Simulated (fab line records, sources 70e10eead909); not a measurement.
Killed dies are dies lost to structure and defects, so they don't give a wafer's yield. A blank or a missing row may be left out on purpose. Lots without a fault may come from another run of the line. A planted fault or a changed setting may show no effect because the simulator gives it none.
A struck lot beside a sound one | flow nand_harc | 15 steps out of a route of 1159
Sound: wafers L916.2, L916.3, L916.4. Struck: wafer L911.4. (L911.1, L911.2 of the same lot were not struck and are left out.) The cause comes at the end.
At each step with rows: each side's tool, then ch and its chambers, then its first start. Under that, the readings that differ: sound wafers | struck wafers | difference of the means | sigmas: that difference in standard deviations of wafers without a fault.
alike: readings whose means differ by less than 2 such deviations, and words and numbers that are the same on both sides. not compared: withheld readings, readings that some wafer has no value for, bounds like >300 that may hide the same value, and numbers for which the record gives no deviation and whose values overlap.
The two part at a step that has a row with sigmas, a row that says differs or no value, or rows on one side only. Numbers that don't overlap but have no deviation are shown without sigmas and don't part them. A reading that every wafer of one side lacks parts them only if that side has two wafers or more.

NHARC_A_CHANNEL_HOLE_D1_STRIP_27: strips in O2.
  sound on rie_diel-12 ch 0,1,2; struck on rie_diel-06 ch 2
  reading                | sound | struck | difference | sigmas
  rf_hours_counter_h (h) | 6 7 8 | 2      | -5         |
  alike: drypump_motor_current_A, oes_product_au, rf_vpp_V, showerhead_plenum_p_Torr, throttle_valve_pct
then, 2 steps without rows for these wafers: NHARC_A_CHANNEL_HOLE_D1_PRECLEAN_28 (cleans in SC1); NHARC_A_CHANNEL_HOLE_D1_SRD_29.
NHARC_A_CHANNEL_HOLE_D1_CD_MEAS_30:
  sound on cd_sem-01, day 14 01:05; struck on cd_sem-03, day 12 22:10
  alike: cd_nm
then, 1 step without rows for these wafers: NHARC_A_CHANNEL_HOLE_D1_XSEM_31.
NHARC_A_CHANNEL_HOLE_D1_INSPECT_40:
  sound on defect_inspect-01, day 14 01:16; struck on defect_inspect-01, day 12 22:22
  alike: raw_defect_count
then, 2 steps without rows for these wafers: NHARC_A_CHANNEL_FILL_D1_PRECLEAN_00 (cleans in SC1); NHARC_A_CHANNEL_FILL_D1_SRD_01.
NHARC_A_CHANNEL_FILL_D1_ALD_02: deposits SiO2, target thk 6 nm, pulse time 10 s, ald cycles 60.
  sound on ald_hk-02 ch 0,1,2, day 14 01:32; struck on ald_hk-01 ch 3, day 12 22:36
  alike: heater_power_w, precursor_pulse_height_rel
  not compared: ald_cycles
NHARC_A_CHANNEL_FILL_D1_ALD_03: deposits SiNx, target thk 6 nm, pulse time 60 s, ald cycles 58.
  sound on ald_sin_batch-02 ch 0; struck on ald_sin_batch-02 ch 0
  alike: precursor_pulse_height_rel
  not compared: ald_cycles
NHARC_A_CHANNEL_FILL_D1_ALD_14: deposits SiO2, target thk 2.5 nm, pulse time 10 s, ald cycles 25.
  sound on ald_hk-04 ch 0,2,3, day 14 08:28; struck on ald_hk-04 ch 1, day 13 06:07
  alike: heater_power_w, precursor_pulse_height_rel
  not compared: ald_cycles
NHARC_A_CHANNEL_FILL_D1_ALD_15: deposits SiNx, target thk 2 nm, pulse time 60 s, ald cycles 19.
  sound on ald_sin_batch-02 ch 0; struck on ald_sin_batch-01 ch 0
  alike: precursor_pulse_height_rel
  not compared: ald_cycles
NHARC_A_CHANNEL_FILL_D1_ALD_16: deposits SiO2, target thk 1.5 nm, pulse time 10 s, ald cycles 15.
  sound on ald_hk-04 ch 0,2,3, day 14 16:41; struck on ald_hk-02 ch 2, day 13 11:33
  reading            | sound       | struck | difference | sigmas
  ald_cycles         | 15 15 15    | 13     | -2         |
  heater_power_w (W) | 432 424 445 | 611    | +177       | +3
  alike: precursor_pulse_height_rel
then, 1 step without rows for these wafers: NHARC_A_CHANNEL_FILL_D1_ANNEAL_17 (time 1800 s).
-- the record jumps here: 11 days lie between the struck wafers' starts before and after (it left off in module A_CHANNEL_FILL_D1 and takes up again in module END, whose first step shown is number 1159 of the route) --
NHARC_END_SORT_01:
  sound on prober-01 ch 0, day 24 22:38; struck on prober-01 ch 0, day 24 10:37
  reading             | sound | struck | difference | sigmas
  killed_at_periphery | 4 3 2 | 8      | +5         | +2
  killed_open         | 2 1 3 | 6      | +4         | +2
  alike: killed_at_array, killed_at_other, killed_dies, killed_short

WHERE THEY PART
First at NHARC_A_CHANNEL_FILL_D1_ALD_16; last, within this record, at NHARC_END_SORT_01.

WHY: what the simulator had put in
Process parameter drift: ald_hk-02, from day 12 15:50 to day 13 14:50, at NHARC_A_CHANNEL_FILL_D1_ALD_16. Setting ald_cycles, moved by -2, from 15. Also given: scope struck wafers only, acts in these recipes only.
